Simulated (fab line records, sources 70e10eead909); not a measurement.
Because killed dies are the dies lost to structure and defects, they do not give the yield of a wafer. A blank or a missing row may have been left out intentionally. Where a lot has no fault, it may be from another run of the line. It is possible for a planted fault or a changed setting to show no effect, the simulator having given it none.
Struck lot and sound lot, side by side || flow nand harc || 15 steps out of a route of 1302
Sound: the wafers L829.4, L829.5, L829.6. Struck: wafers L825.3, L825.4, L825.5. At the end, the cause is stated.
At each step with rows: each side's tool, then ch and its chambers, then its first start. Under that, the readings that differ: sound wafers || struck wafers || difference of the means || sigmas: that difference in standard deviations of wafers without a fault.
alike: readings with means less than 2 such deviations apart, plus words and numbers identical on both sides. not compared: withheld readings, readings lacking a value on some wafer, bounds such as >300 that could conceal the same value, and numbers that have no deviation in the record and whose values overlap.
A row with sigmas, a row that says differs or no value, or rows on one side alone: a step with any of these is where the two part. When numbers do not overlap yet have no deviation, they are printed without sigmas and do not part them. A reading that every wafer of one side lacks parts them only if that side has two wafers or more.

NHARC_A_BLC_ETCH_16: etches the open film in CF4, target depth 39 nm, time 65 s.
  sound on rie diel-12 ch 0,1,3, day 28 23:00; struck on rie diel-12 ch 0,1, day 27 13:38
  alike: chamber pressure mTorr, drypump motor current A, oes product au, rf vpp V, showerhead plenum p Torr, throttle valve pct
  not compared: rf hours counter h
NHARC_A_BLC_ETCH_17: etches the open film in N2/H2, target depth 390 nm, time 609.38 s.
  sound on rie diel-12 ch 1,2; struck on rie diel-12 ch 0,2
  alike: chamber pressure mTorr, drypump motor current A, oes product au, rf vpp V, showerhead plenum p Torr, throttle valve pct
  not compared: rf hours counter h
NHARC_A_BLC_ETCH_18: etches the open film in C4F8/O2/Ar, target depth 910 nm.
  sound on rie diel-12 ch 1,2; struck on rie diel-12 ch 1,3
  alike: chamber pressure mTorr, oes product au, rf vpp V
  not compared: rf hours counter h
NHARC_A_BLC_CD_MEAS_19:
  struck on cd sem-02, day 27 14:31; sound on cd sem-02, day 28 23:52
  alike: cd nm
then, 6 steps without rows for these wafers: NHARC_A_BLC_STRIP_29 (strips in CF4); NHARC_A_BLC_STRIP_21 (strips in O2); NHARC_A_BLC_STRIP_22 (strips in post etch residue remover, time 600 s); NHARC_A_BLC_DEGAS_30 (time 60 s); NHARC_A_BLC_PRE_CLEAN_31 (time 15 s); NHARC_A_BLC_PVD_32 (deposits Ti, target thk 5 nm, time 17.7 s).
NHARC_A_BLC_ALD_23: deposits TiN, target thk 3 nm, pulse time 1 s, ald cycles 150.
  sound on ald metal-03 ch 1,2,3, day 29 00:45; struck on ald metal-03 ch 0,1,2, day 27 15:24
  alike: heater power outer w, heater power w, precursor pulse height rel
NHARC_A_BLC_CVD_24: deposits W, target thk 150 nm, time 434 s.
  sound on cvd w-02 ch 0,1; struck on cvd w-01 ch 0,1
  alike: chamber pressure Torr, heater power outer w, heater power w, throttle valve pct
NHARC_A_BLC_CMP_25: polishes, t overpolish 30 s, target thk 150 nm.
  sound on cmp-01 ch 0,1,3, day 29 01:31; struck on cmp-03 ch 0,1,2, day 27 16:07
  no value came back on the struck wafers for any of 5 readings (edge zone pressure frac, motor current A (A) and others); on the sound wafers edge zone pressure frac reads 0.999 1.002 0.999
  not compared: pad life wafers
then, 1 step without rows for these wafers: NHARC_A_BLC_SRD_27.
NHARC_A_BLC_INSPECT_28:
  struck on defect inspect-01, day 27 16:30; sound on defect inspect-02, day 29 01:51
{"reading": "raw defect count", "sound": "779 398 346", "struck": "6920 6663 6790", "difference": "+6283", "sigmas": "+48"}

## WHERE THEY PART
Last at NHARC_A_BLC_INSPECT_28 as far as this record goes, first at NHARC_A_BLC_CMP_25.

WHY: the cause the simulator had injected
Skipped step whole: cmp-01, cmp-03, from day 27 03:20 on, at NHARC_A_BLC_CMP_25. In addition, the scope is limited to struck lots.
